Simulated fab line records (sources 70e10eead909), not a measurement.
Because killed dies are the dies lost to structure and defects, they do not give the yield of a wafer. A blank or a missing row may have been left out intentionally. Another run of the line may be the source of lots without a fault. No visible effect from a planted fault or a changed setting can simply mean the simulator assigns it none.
fab line records / flow nand_harc
record lots=14 wafers=42 last_day=34
route steps=1302 shown A_BONDPAD@1225 THIN_TSV@1267
lots that met no fault: from a run of the same line without faults
start_h: the number of hours between the record's first day and the start of the first shown wafer of the lot / wait_h: how many hours have passed since the lot's step before this one / " unchanged from the row above / L1.1+2: a row that stands for several wafers / - either no value or no given start / * or withheld: withheld / < > ~ a bound
route shown NAME@n: NAME is a module with steps in the file, n the number in the route of the first one / usual: the fault-free wafers' mean and standard deviation / same: alike in all rows / chamber/n: place in a boat / sites: readings site by site / _std_site: their standard deviation / _edge_site: mean of outer sites minus mean of inner sites / radius_mm: how far each site lies from the wafer's centre / mask NAME#n: copy n / behind: the tool/chamber that last shaped the wafer / hold: what put the lot on hold/how long, in hours/how the hold closed / device: transistor that didn't switch, given as n, p or np / end of line: the tests these same wafers got at the end of their route / for a step that has no rows: nothing shown but its recipe / killed: the dies lost at the first sort to structure and to defects; this is not the yield of the wafer / map: a wafer's dies, marking killed ones x, the rest . and places with no die _
set.NAME: the run value of the setting; set.NAME@STEP: its run value at that earlier step / model.NAME: the simulator's own value behind a step, which no gauge read
one table for each step of the route and one row for each wafer, over a sample of lots
services: the hour from which a tool's chamber was out of use, counted from the record's first day as start_h (under 0 if before that day), plus the number of hours and why
## steps
# step NHARC_A_BONDPAD_DEGAS_25
# recipe temp_c=300 time_s=60
# usual heater_power_w=483/69
lot.wafer=L378.1 tool=pvd_sputter-03 chamber=- start_h=548.41 wait_h=- heater_power_w=560
lot.wafer=L378.2 tool=pvd_sputter-03 chamber=- start_h=548.41 wait_h=- heater_power_w=532
lot.wafer=L378.4 tool=pvd_sputter-03 chamber=- start_h=548.41 wait_h=- heater_power_w=382
lot.wafer=L376.4 tool=pvd_sputter-01 chamber=- start_h=549.88 wait_h=- heater_power_w=453
lot.wafer=L376.2 tool=pvd_sputter-01 chamber=- start_h=549.88 wait_h=- heater_power_w=627
lot.wafer=L376.6 tool=pvd_sputter-01 chamber=- start_h=549.88 wait_h=- heater_power_w=451
lot.wafer=L375.4 tool=pvd_sputter-02 chamber=- start_h=552.15 wait_h=- heater_power_w=471
lot.wafer=L375.2 tool=pvd_sputter-02 chamber=- start_h=552.15 wait_h=- heater_power_w=436
lot.wafer=L375.6 tool=pvd_sputter-02 chamber=- start_h=552.15 wait_h=- heater_power_w=458
lot.wafer=L380.2 tool=pvd_sputter-01 chamber=- start_h=571.64 wait_h=- heater_power_w=474
lot.wafer=L380.1 tool=pvd_sputter-01 chamber=- start_h=571.64 wait_h=- heater_power_w=644
lot.wafer=L380.6 tool=pvd_sputter-01 chamber=- start_h=571.64 wait_h=- heater_power_w=618
lot.wafer=L379.1 tool=pvd_sputter-03 chamber=- start_h=572.60 wait_h=- heater_power_w=436
lot.wafer=L379.4 tool=pvd_sputter-03 chamber=- start_h=572.60 wait_h=- heater_power_w=388
lot.wafer=L379.6 tool=pvd_sputter-03 chamber=- start_h=572.60 wait_h=- heater_power_w=420
lot.wafer=L381.4 tool=pvd_sputter-03 chamber=- start_h=595.63 wait_h=- heater_power_w=418
lot.wafer=L381.1 tool=pvd_sputter-03 chamber=- start_h=595.63 wait_h=- heater_power_w=381
lot.wafer=L381.6 tool=pvd_sputter-03 chamber=- start_h=595.63 wait_h=- heater_power_w=429
lot.wafer=L382.4 tool=pvd_sputter-02 chamber=- start_h=603.83 wait_h=- heater_power_w=514
lot.wafer=L382.2 tool=pvd_sputter-02 chamber=- start_h=603.83 wait_h=- heater_power_w=451
lot.wafer=L382.6 tool=pvd_sputter-02 chamber=- start_h=603.83 wait_h=- heater_power_w=434
lot.wafer=L385.2 tool=pvd_sputter-02 chamber=- start_h=652.33 wait_h=- heater_power_w=452
lot.wafer=L385.1 tool=pvd_sputter-02 chamber=- start_h=652.33 wait_h=- heater_power_w=550
lot.wafer=L385.6 tool=pvd_sputter-02 chamber=- start_h=652.33 wait_h=- heater_power_w=447
lot.wafer=L384.1 tool=pvd_sputter-03 chamber=- start_h=655.28 wait_h=- heater_power_w=391
lot.wafer=L384.2 tool=pvd_sputter-03 chamber=- start_h=655.28 wait_h=- heater_power_w=550
lot.wafer=L384.5 tool=pvd_sputter-03 chamber=- start_h=655.28 wait_h=- heater_power_w=537
lot.wafer=L394.3 tool=pvd_sputter-03 chamber=- start_h=724.66 wait_h=- heater_power_w=565
lot.wafer=L394.1 tool=pvd_sputter-03 chamber=- start_h=724.66 wait_h=- heater_power_w=380
lot.wafer=L394.4 tool=pvd_sputter-03 chamber=- start_h=724.66 wait_h=- heater_power_w=561
lot.wafer=L393.4 tool=pvd_sputter-03 chamber=- start_h=726.65 wait_h=- heater_power_w=394
lot.wafer=L393.3 tool=pvd_sputter-03 chamber=- start_h=726.65 wait_h=- heater_power_w=422
lot.wafer=L393.6 tool=pvd_sputter-03 chamber=- start_h=726.65 wait_h=- heater_power_w=381
lot.wafer=L395.3 tool=pvd_sputter-03 chamber=- start_h=732.72 wait_h=- heater_power_w=571
lot.wafer=L395.6 tool=pvd_sputter-03 chamber=- start_h=732.72 wait_h=- heater_power_w=383
lot.wafer=L395.5 tool=pvd_sputter-03 chamber=- start_h=732.72 wait_h=- heater_power_w=568
lot.wafer=L396.3 tool=pvd_sputter-03 chamber=- start_h=764.28 wait_h=- heater_power_w=559
lot.wafer=L396.2 tool=pvd_sputter-03 chamber=- start_h=764.28 wait_h=- heater_power_w=389
lot.wafer=L396.1 tool=pvd_sputter-03 chamber=- start_h=764.28 wait_h=- heater_power_w=562
lot.wafer=L398.4 tool=pvd_sputter-02 chamber=- start_h=783.14 wait_h=- heater_power_w=461
lot.wafer=L398.6 tool=pvd_sputter-02 chamber=- start_h=783.14 wait_h=- heater_power_w=444
lot.wafer=L398.5 tool=pvd_sputter-02 chamber=- start_h=783.14 wait_h=- heater_power_w=565
# step NHARC_THIN_TSV_DEP_47
# recipe target_thk_a=2000 temp_c=withheld pressure_torr=6.5 rf_w=900 teos_flow_sccm=161.4 flow_sccm=2650 target_thk_nm=200 gas=O2 material=SiO2
# usual chamber_pressure_Torr=6.500/0.014 rf_fwd_power_W=897.7/2.8 throttle_valve_pct=15.8/0.39
lot.wafer=L376.2 tool=pecvd-02 chamber=1 start_h=564.20 wait_h=- chamber_pressure_Torr=6.512 rf_fwd_power_W=900.8 throttle_valve_pct=15.9
lot.wafer=L376.4 tool=pecvd-02 chamber=2 start_h=564.20 wait_h=- chamber_pressure_Torr=6.514 rf_fwd_power_W=894.8 throttle_valve_pct=16.0
lot.wafer=L376.6 tool=pecvd-02 chamber=0 start_h=564.20 wait_h=- chamber_pressure_Torr=6.492 rf_fwd_power_W=898.4 throttle_valve_pct=15.4
lot.wafer=L378.1 tool=pecvd-03 chamber=2 start_h=565.26 wait_h=- chamber_pressure_Torr=6.483 rf_fwd_power_W=896.2 throttle_valve_pct=15.6
lot.wafer=L378.2 tool=pecvd-03 chamber=0 start_h=565.26 wait_h=- chamber_pressure_Torr=6.500 rf_fwd_power_W=899.3 throttle_valve_pct=15.9
lot.wafer=L378.4 tool=pecvd-03 chamber=0 start_h=565.26 wait_h=- chamber_pressure_Torr=6.491 rf_fwd_power_W=900.8 throttle_valve_pct=15.7
lot.wafer=L375.2 tool=pecvd-01 chamber=0 start_h=567.66 wait_h=- chamber_pressure_Torr=6.476 rf_fwd_power_W=897.1 throttle_valve_pct=16.7
lot.wafer=L375.4 tool=pecvd-01 chamber=2 start_h=567.66 wait_h=- chamber_pressure_Torr=6.514 rf_fwd_power_W=897.4 throttle_valve_pct=15.7
lot.wafer=L375.6 tool=pecvd-01 chamber=0 start_h=567.66 wait_h=- chamber_pressure_Torr=6.505 rf_fwd_power_W=895.3 throttle_valve_pct=16.3
lot.wafer=L379.1 tool=pecvd-01 chamber=0 start_h=590.01 wait_h=- chamber_pressure_Torr=6.510 rf_fwd_power_W=897.0 throttle_valve_pct=16.4
lot.wafer=L379.6 tool=pecvd-01 chamber=0 start_h=590.01 wait_h=- chamber_pressure_Torr=6.522 rf_fwd_power_W=891.9 throttle_valve_pct=16.2
lot.wafer=L379.4 tool=pecvd-01 chamber=2 start_h=590.01 wait_h=- chamber_pressure_Torr=6.488 rf_fwd_power_W=896.6 throttle_valve_pct=15.8
lot.wafer=L380.1 tool=pecvd-03 chamber=1 start_h=591.22 wait_h=- chamber_pressure_Torr=6.528 rf_fwd_power_W=896.0 throttle_valve_pct=15.2
lot.wafer=L380.2 tool=pecvd-03 chamber=0 start_h=591.22 wait_h=- chamber_pressure_Torr=6.484 rf_fwd_power_W=895.0 throttle_valve_pct=16.1
lot.wafer=L380.6 tool=pecvd-03 chamber=1 start_h=591.22 wait_h=- chamber_pressure_Torr=6.490 rf_fwd_power_W=898.7 throttle_valve_pct=15.5
lot.wafer=L381.1 tool=pecvd-03 chamber=0 start_h=613.65 wait_h=- chamber_pressure_Torr=6.502 rf_fwd_power_W=895.0 throttle_valve_pct=16.1
lot.wafer=L381.6 tool=pecvd-03 chamber=2 start_h=613.65 wait_h=- chamber_pressure_Torr=6.486 rf_fwd_power_W=895.8 throttle_valve_pct=15.9
lot.wafer=L381.4 tool=pecvd-03 chamber=0 start_h=613.65 wait_h=- chamber_pressure_Torr=6.527 rf_fwd_power_W=894.1 throttle_valve_pct=16.6
lot.wafer=L382.2 tool=pecvd-01 chamber=1 start_h=619.49 wait_h=- chamber_pressure_Torr=6.493 rf_fwd_power_W=898.9 throttle_valve_pct=15.3
lot.wafer=L382.4 tool=pecvd-01 chamber=1 start_h=619.49 wait_h=- chamber_pressure_Torr=6.496 rf_fwd_power_W=901.0 throttle_valve_pct=15.5
lot.wafer=L382.6 tool=pecvd-01 chamber=2 start_h=619.49 wait_h=- chamber_pressure_Torr=6.529 rf_fwd_power_W=898.6 throttle_valve_pct=15.9
lot.wafer=L385.2 tool=pecvd-02 chamber=2 start_h=672.93 wait_h=- chamber_pressure_Torr=6.501 rf_fwd_power_W=899.3 throttle_valve_pct=16.0
lot.wafer=L385.1 tool=pecvd-02 chamber=0 start_h=672.93 wait_h=- chamber_pressure_Torr=6.488 rf_fwd_power_W=900.1 throttle_valve_pct=15.1
lot.wafer=L385.6 tool=pecvd-02 chamber=1 start_h=672.93 wait_h=- chamber_pressure_Torr=6.507 rf_fwd_power_W=900.1 throttle_valve_pct=15.8
lot.wafer=L384.1 tool=pecvd-03 chamber=1 start_h=675.25 wait_h=- chamber_pressure_Torr=6.470 rf_fwd_power_W=900.9 throttle_valve_pct=15.7
lot.wafer=L384.2 tool=pecvd-03 chamber=2 start_h=675.25 wait_h=- chamber_pressure_Torr=6.482 rf_fwd_power_W=900.7 throttle_valve_pct=16.1
lot.wafer=L384.5 tool=pecvd-03 chamber=1 start_h=675.25 wait_h=- chamber_pressure_Torr=6.461 rf_fwd_power_W=893.3 throttle_valve_pct=15.5
lot.wafer=L394.1 tool=pecvd-01 chamber=0 start_h=740.18 wait_h=- chamber_pressure_Torr=- rf_fwd_power_W=- throttle_valve_pct=-
lot.wafer=L394.3 tool=pecvd-01 chamber=2 start_h=740.18 wait_h=- chamber_pressure_Torr=- rf_fwd_power_W=- throttle_valve_pct=-
lot.wafer=L394.4 tool=pecvd-01 chamber=1 start_h=740.18 wait_h=- chamber_pressure_Torr=- rf_fwd_power_W=- throttle_valve_pct=-
lot.wafer=L393.3 tool=pecvd-03 chamber=1 start_h=749.28 wait_h=- chamber_pressure_Torr=- rf_fwd_power_W=- throttle_valve_pct=-
lot.wafer=L393.4 tool=pecvd-03 chamber=0 start_h=749.28 wait_h=- chamber_pressure_Torr=- rf_fwd_power_W=- throttle_valve_pct=-
lot.wafer=L393.6 tool=pecvd-03 chamber=1 start_h=749.28 wait_h=- chamber_pressure_Torr=- rf_fwd_power_W=- throttle_valve_pct=-
lot.wafer=L395.3 tool=pecvd-03 chamber=2 start_h=750.56 wait_h=- chamber_pressure_Torr=6.484 rf_fwd_power_W=901.5 throttle_valve_pct=15.5
lot.wafer=L395.5 tool=pecvd-03 chamber=1 start_h=750.56 wait_h=- chamber_pressure_Torr=6.516 rf_fwd_power_W=896.0 throttle_valve_pct=15.4
lot.wafer=L395.6 tool=pecvd-03 chamber=0 start_h=750.56 wait_h=- chamber_pressure_Torr=6.505 rf_fwd_power_W=898.6 throttle_valve_pct=16.2
lot.wafer=L396.3 tool=pecvd-03 chamber=2 start_h=780.02 wait_h=- chamber_pressure_Torr=6.476 rf_fwd_power_W=892.2 throttle_valve_pct=15.6
lot.wafer=L396.2 tool=pecvd-03 chamber=0 start_h=780.02 wait_h=- chamber_pressure_Torr=6.508 rf_fwd_power_W=900.0 throttle_valve_pct=15.9
lot.wafer=L396.1 tool=pecvd-03 chamber=1 start_h=780.02 wait_h=- chamber_pressure_Torr=6.499 rf_fwd_power_W=896.9 throttle_valve_pct=15.5
lot.wafer=L398.6 tool=pecvd-02 chamber=1 start_h=799.05 wait_h=- chamber_pressure_Torr=6.509 rf_fwd_power_W=895.5 throttle_valve_pct=16.1
lot.wafer=L398.4 tool=pecvd-02 chamber=2 start_h=799.05 wait_h=- chamber_pressure_Torr=6.507 rf_fwd_power_W=894.8 throttle_valve_pct=15.8
lot.wafer=L398.5 tool=pecvd-02 chamber=0 start_h=799.05 wait_h=- chamber_pressure_Torr=6.494 rf_fwd_power_W=897.8 throttle_valve_pct=15.4
# step NHARC_THIN_TSV_ETCHBACK_48
# recipe target_depth_a=10285 over_etch_frac=0.3 time_s=405.17 ion_energy_ev=250 c4f8_flow_sccm=withheld ar_flow_sccm=withheld rf_w=600 bias_w=300 chemistry=C4F8/Ar
# usual oes_product_au=0.938/0.026 rf_vpp_V=546/3.1
# same over_etch_frac=0.3
lot.wafer=L376.2 tool=rie_diel-11 chamber=3 start_h=564.55 wait_h=- oes_product_au=0.925 rf_hours_counter_h=6 rf_vpp_V=548
lot.wafer=L376.4 tool=rie_diel-11 chamber=1 start_h=564.55 wait_h=- oes_product_au=0.928 rf_hours_counter_h=6 rf_vpp_V=545
lot.wafer=L376.6 tool=rie_diel-11 chamber=2 start_h=564.55 wait_h=- oes_product_au=0.918 rf_hours_counter_h=- rf_vpp_V=545
lot.wafer=L378.4 tool=rie_diel-11 chamber=3 start_h=565.66 wait_h=- oes_product_au=0.984 rf_hours_counter_h=6 rf_vpp_V=547
lot.wafer=L378.1 tool=rie_diel-11 chamber=0 start_h=565.66 wait_h=- oes_product_au=0.964 rf_hours_counter_h=6 rf_vpp_V=550
lot.wafer=L378.2 tool=rie_diel-11 chamber=1 start_h=565.66 wait_h=- oes_product_au=0.954 rf_hours_counter_h=6 rf_vpp_V=544
lot.wafer=L375.4 tool=rie_diel-10 chamber=2 start_h=568.12 wait_h=- oes_product_au=0.922 rf_hours_counter_h=5 rf_vpp_V=546
lot.wafer=L375.2 tool=rie_diel-10 chamber=3 start_h=568.12 wait_h=- oes_product_au=0.920 rf_hours_counter_h=5 rf_vpp_V=543
lot.wafer=L375.6 tool=rie_diel-10 chamber=0 start_h=568.12 wait_h=- oes_product_au=0.927 rf_hours_counter_h=- rf_vpp_V=545
lot.wafer=L379.4 tool=rie_diel-11 chamber=2 start_h=590.41 wait_h=- oes_product_au=0.937 rf_hours_counter_h=8 rf_vpp_V=545
lot.wafer=L379.1 tool=rie_diel-11 chamber=3 start_h=590.41 wait_h=- oes_product_au=0.937 rf_hours_counter_h=8 rf_vpp_V=548
lot.wafer=L379.6 tool=rie_diel-11 chamber=2 start_h=590.41 wait_h=- oes_product_au=0.928 rf_hours_counter_h=- rf_vpp_V=546
lot.wafer=L380.1 tool=rie_diel-10 chamber=1 start_h=591.62 wait_h=- oes_product_au=0.928 rf_hours_counter_h=6 rf_vpp_V=544
lot.wafer=L380.2 tool=rie_diel-10 chamber=2 start_h=591.62 wait_h=- oes_product_au=0.915 rf_hours_counter_h=7 rf_vpp_V=546
lot.wafer=L380.6 tool=rie_diel-10 chamber=2 start_h=591.62 wait_h=- oes_product_au=0.920 rf_hours_counter_h=- rf_vpp_V=548
lot.wafer=L381.1 tool=rie_diel-13 chamber=1 start_h=614.01 wait_h=- oes_product_au=0.925 rf_hours_counter_h=6 rf_vpp_V=550
lot.wafer=L381.4 tool=rie_diel-13 chamber=2 start_h=614.01 wait_h=- oes_product_au=0.923 rf_hours_counter_h=6 rf_vpp_V=541
lot.wafer=L381.6 tool=rie_diel-13 chamber=2 start_h=614.01 wait_h=- oes_product_au=0.920 rf_hours_counter_h=- rf_vpp_V=541
lot.wafer=L382.2 tool=rie_diel-13 chamber=1 start_h=619.96 wait_h=- oes_product_au=0.934 rf_hours_counter_h=7 rf_vpp_V=550
lot.wafer=L382.4 tool=rie_diel-13 chamber=2 start_h=619.96 wait_h=- oes_product_au=0.925 rf_hours_counter_h=7 rf_vpp_V=542
lot.wafer=L382.6 tool=rie_diel-13 chamber=0 start_h=619.96 wait_h=- oes_product_au=0.925 rf_hours_counter_h=- rf_vpp_V=554
lot.wafer=L385.1 tool=rie_diel-13 chamber=3 start_h=673.36 wait_h=- oes_product_au=0.930 rf_hours_counter_h=10 rf_vpp_V=544
lot.wafer=L385.2 tool=rie_diel-13 chamber=0 start_h=673.36 wait_h=- oes_product_au=0.937 rf_hours_counter_h=11 rf_vpp_V=551
lot.wafer=L385.6 tool=rie_diel-13 chamber=0 start_h=673.36 wait_h=- oes_product_au=0.928 rf_hours_counter_h=- rf_vpp_V=551
lot.wafer=L384.1 tool=rie_diel-13 chamber=3 start_h=675.61 wait_h=- oes_product_au=0.912 rf_hours_counter_h=11 rf_vpp_V=547
lot.wafer=L384.2 tool=rie_diel-13 chamber=0 start_h=675.61 wait_h=- oes_product_au=0.920 rf_hours_counter_h=11 rf_vpp_V=552
lot.wafer=L384.5 tool=rie_diel-13 chamber=0 start_h=675.61 wait_h=- oes_product_au=0.922 rf_hours_counter_h=- rf_vpp_V=551
lot.wafer=L394.4 tool=rie_diel-13 chamber=2 start_h=740.58 wait_h=0.2 oes_product_au=0.919 rf_hours_counter_h=2 rf_vpp_V=541
lot.wafer=L394.3 tool=rie_diel-13 chamber=3 start_h=740.58 wait_h=0.2 oes_product_au=0.919 rf_hours_counter_h=2 rf_vpp_V=546
lot.wafer=L394.1 tool=rie_diel-13 chamber=0 start_h=740.58 wait_h=0.2 oes_product_au=0.932 rf_hours_counter_h=2 rf_vpp_V=552
lot.wafer=L393.3 tool=rie_diel-13 chamber=2 start_h=749.62 wait_h=0.3 oes_product_au=0.932 rf_hours_counter_h=3 rf_vpp_V=542
lot.wafer=L393.4 tool=rie_diel-13 chamber=3 start_h=749.62 wait_h=0.3 oes_product_au=0.924 rf_hours_counter_h=3 rf_vpp_V=546
lot.wafer=L393.6 tool=rie_diel-13 chamber=2 start_h=749.62 wait_h=0.3 oes_product_au=0.933 rf_hours_counter_h=- rf_vpp_V=542
lot.wafer=L395.3 tool=rie_diel-13 chamber=1 start_h=751.02 wait_h=- oes_product_au=0.925 rf_hours_counter_h=2 rf_vpp_V=550
lot.wafer=L395.6 tool=rie_diel-13 chamber=2 start_h=751.02 wait_h=- oes_product_au=0.925 rf_hours_counter_h=- rf_vpp_V=543
lot.wafer=L395.5 tool=rie_diel-13 chamber=3 start_h=751.02 wait_h=- oes_product_au=0.917 rf_hours_counter_h=- rf_vpp_V=546
lot.wafer=L396.1 tool=rie_diel-11 chamber=1 start_h=780.42 wait_h=- oes_product_au=0.923 rf_hours_counter_h=8 rf_vpp_V=544
lot.wafer=L396.2 tool=rie_diel-11 chamber=2 start_h=780.42 wait_h=- oes_product_au=0.952 rf_hours_counter_h=5 rf_vpp_V=547
lot.wafer=L396.3 tool=rie_diel-11 chamber=3 start_h=780.42 wait_h=- oes_product_au=0.928 rf_hours_counter_h=7 rf_vpp_V=547
lot.wafer=L398.4 tool=rie_diel-10 chamber=0 start_h=799.31 wait_h=- oes_product_au=0.983 rf_hours_counter_h=1 rf_vpp_V=547
lot.wafer=L398.6 tool=rie_diel-10 chamber=0 start_h=799.31 wait_h=- oes_product_au=0.987 rf_hours_counter_h=- rf_vpp_V=547
lot.wafer=L398.5 tool=rie_diel-10 chamber=1 start_h=799.31 wait_h=- oes_product_au=0.966 rf_hours_counter_h=- rf_vpp_V=543
# step NHARC_THIN_TSV_DEGAS_49
# recipe temp_c=300 time_s=120
# usual heater_power_w=483/63
lot.wafer=L376.2 tool=pvd_sputter-01 chamber=- start_h=565.04 wait_h=0.1 heater_power_w=477
lot.wafer=L376.4 tool=pvd_sputter-01 chamber=- start_h=565.04 wait_h=0.1 heater_power_w=573
lot.wafer=L376.6 tool=pvd_sputter-01 chamber=- start_h=565.04 wait_h=0.1 heater_power_w=474
lot.wafer=L378.2 tool=pvd_sputter-03 chamber=- start_h=566.20 wait_h=0.1 heater_power_w=378
lot.wafer=L378.4 tool=pvd_sputter-03 chamber=- start_h=566.20 wait_h=0.1 heater_power_w=555
lot.wafer=L378.1 tool=pvd_sputter-03 chamber=- start_h=566.20 wait_h=0.1 heater_power_w=420
lot.wafer=L375.2 tool=pvd_sputter-01 chamber=- start_h=568.58 wait_h=0.1 heater_power_w=572
lot.wafer=L375.4 tool=pvd_sputter-01 chamber=- start_h=568.58 wait_h=0.1 heater_power_w=445
lot.wafer=L375.6 tool=pvd_sputter-01 chamber=- start_h=568.58 wait_h=0.1 heater_power_w=564
lot.wafer=L379.1 tool=pvd_sputter-02 chamber=- start_h=590.93 wait_h=0.1 heater_power_w=463
lot.wafer=L379.4 tool=pvd_sputter-02 chamber=- start_h=590.93 wait_h=0.1 heater_power_w=449
lot.wafer=L379.6 tool=pvd_sputter-02 chamber=- start_h=590.93 wait_h=0.1 heater_power_w=467
lot.wafer=L380.2 tool=pvd_sputter-02 chamber=- start_h=592.15 wait_h=0.1 heater_power_w=467
lot.wafer=L380.1 tool=pvd_sputter-02 chamber=- start_h=592.15 wait_h=0.1 heater_power_w=519
lot.wafer=L380.6 tool=pvd_sputter-02 chamber=- start_h=592.15 wait_h=0.1 heater_power_w=448
lot.wafer=L381.1 tool=pvd_sputter-03 chamber=- start_h=614.53 wait_h=0.1 heater_power_w=542
lot.wafer=L381.4 tool=pvd_sputter-03 chamber=- start_h=614.53 wait_h=0.1 heater_power_w=529
lot.wafer=L381.6 tool=pvd_sputter-03 chamber=- start_h=614.53 wait_h=0.1 heater_power_w=568
lot.wafer=L382.4 tool=pvd_sputter-02 chamber=- start_h=620.42 wait_h=0.1 heater_power_w=444
lot.wafer=L382.2 tool=pvd_sputter-02 chamber=- start_h=620.42 wait_h=0.1 heater_power_w=464
lot.wafer=L382.6 tool=pvd_sputter-02 chamber=- start_h=620.42 wait_h=0.1 heater_power_w=438
lot.wafer=L385.2 tool=pvd_sputter-01 chamber=- start_h=673.89 wait_h=0.1 heater_power_w=428
lot.wafer=L385.1 tool=pvd_sputter-01 chamber=- start_h=673.89 wait_h=0.1 heater_power_w=576
lot.wafer=L385.6 tool=pvd_sputter-01 chamber=- start_h=673.89 wait_h=0.1 heater_power_w=433
lot.wafer=L384.1 tool=pvd_sputter-03 chamber=- start_h=676.14 wait_h=0.1 heater_power_w=532
lot.wafer=L384.2 tool=pvd_sputter-03 chamber=- start_h=676.14 wait_h=0.1 heater_power_w=378
lot.wafer=L384.5 tool=pvd_sputter-03 chamber=- start_h=676.14 wait_h=0.1 heater_power_w=431
lot.wafer=L394.4 tool=pvd_sputter-02 chamber=- start_h=741.11 wait_h=0.1 heater_power_w=444
lot.wafer=L394.3 tool=pvd_sputter-02 chamber=- start_h=741.11 wait_h=0.1 heater_power_w=457
lot.wafer=L394.1 tool=pvd_sputter-02 chamber=- start_h=741.11 wait_h=0.1 heater_power_w=433
lot.wafer=L393.3 tool=pvd_sputter-01 chamber=- start_h=750.12 wait_h=0.1 heater_power_w=425
lot.wafer=L393.4 tool=pvd_sputter-01 chamber=- start_h=750.12 wait_h=0.1 heater_power_w=459
lot.wafer=L393.6 tool=pvd_sputter-01 chamber=- start_h=750.12 wait_h=0.1 heater_power_w=467
lot.wafer=L395.3 tool=pvd_sputter-03 chamber=- start_h=751.54 wait_h=0.1 heater_power_w=554
lot.wafer=L395.5 tool=pvd_sputter-03 chamber=- start_h=751.54 wait_h=0.1 heater_power_w=548
lot.wafer=L395.6 tool=pvd_sputter-03 chamber=- start_h=751.54 wait_h=0.1 heater_power_w=393
lot.wafer=L396.1 tool=pvd_sputter-02 chamber=- start_h=780.95 wait_h=0.1 heater_power_w=448
lot.wafer=L396.3 tool=pvd_sputter-02 chamber=- start_h=780.95 wait_h=0.1 heater_power_w=454
lot.wafer=L396.2 tool=pvd_sputter-02 chamber=- start_h=780.95 wait_h=0.1 heater_power_w=447
lot.wafer=L398.4 tool=pvd_sputter-01 chamber=- start_h=799.87 wait_h=0.1 heater_power_w=598
lot.wafer=L398.5 tool=pvd_sputter-01 chamber=- start_h=799.87 wait_h=0.1 heater_power_w=426
lot.wafer=L398.6 tool=pvd_sputter-01 chamber=- start_h=799.87 wait_h=0.1 heater_power_w=488
## services
tool=pvd_sputter-03 chamber=- start_h=526.05 hours=10.0 kind=pm
tool=pecvd-01 chamber=0 start_h=543.82 hours=6.2 kind=repair
tool=pecvd-03 chamber=- start_h=547.04 hours=13.0 kind=pm
tool=pvd_sputter-03 chamber=- start_h=566.62 hours=3.5 kind=repair
tool=pvd_sputter-01 chamber=- start_h=603.91 hours=10.0 kind=pm
tool=rie_diel-11 chamber=- start_h=609.50 hours=9.0 kind=pm
tool=pecvd-03 chamber=1 start_h=623.09 hours=16.5 kind=repair
tool=pecvd-01 chamber=2 start_h=632.91 hours=8.4 kind=repair
tool=pvd_sputter-02 chamber=- start_h=638.69 hours=10.0 kind=pm
tool=pvd_sputter-03 chamber=- start_h=639.22 hours=3.3 kind=repair
tool=rie_diel-11 chamber=0 start_h=643.75 hours=1.4 kind=repair
tool=pecvd-03 chamber=1 start_h=658.53 hours=1.7 kind=repair
tool=rie_diel-11 chamber=2 start_h=661.46 hours=5.6 kind=repair
tool=pvd_sputter-01 chamber=- start_h=662.93 hours=1.2 kind=repair
tool=pecvd-01 chamber=- start_h=673.04 hours=13.0 kind=pm
tool=rie_diel-11 chamber=- start_h=695.65 hours=5.3 kind=repair
tool=rie_diel-13 chamber=- start_h=696.00 hours=9.0 kind=pm
tool=pvd_sputter-03 chamber=- start_h=704.05 hours=10.0 kind=pm
tool=pvd_sputter-01 chamber=- start_h=715.57 hours=3.1 kind=repair
tool=rie_diel-11 chamber=1 start_h=726.46 hours=1.7 kind=repair
tool=pecvd-03 chamber=- start_h=728.04 hours=13.0 kind=pm
tool=pecvd-01 chamber=0 start_h=763.02 hours=10.5 kind=repair
tool=pvd_sputter-01 chamber=- start_h=781.91 hours=10.0 kind=pm
tool=rie_diel-11 chamber=- start_h=786.50 hours=9.0 kind=pm
## key
first_sign step=NHARC_THIN_TSV_DEP_47 reading=tool_record direction=missing
effect none on later readings
met_at NHARC_THIN_TSV_DEP_47
struck_lots L393,L394
later_rows_left_out L393.3,L393.4,L393.6,L394.1,L394.3,L394.4
sort_left_out L393.3,L393.4,L393.6,L394.1,L394.3,L394.4
not_acting_at NHARC_A_BONDPAD_DEGAS_25,NHARC_THIN_TSV_ETCHBACK_48,NHARC_THIN_TSV_DEGAS_49
onset_between 675.25 740.18
fault kind=skipped_step_whole tool=pecvd-01,pecvd-03 chamber=- onset_h=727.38 steps=NHARC_THIN_TSV_DEP_47 scope=struck_lots_only
# sort_left_out: the simulated sort isn't trusted on such a fault, so these wafers' sort isn't shown, and their yield isn't known
# later_rows_left_out: the simulator's readings of these wafers behind a module that went badly wrong aren't trusted and aren't shown, but for the sort
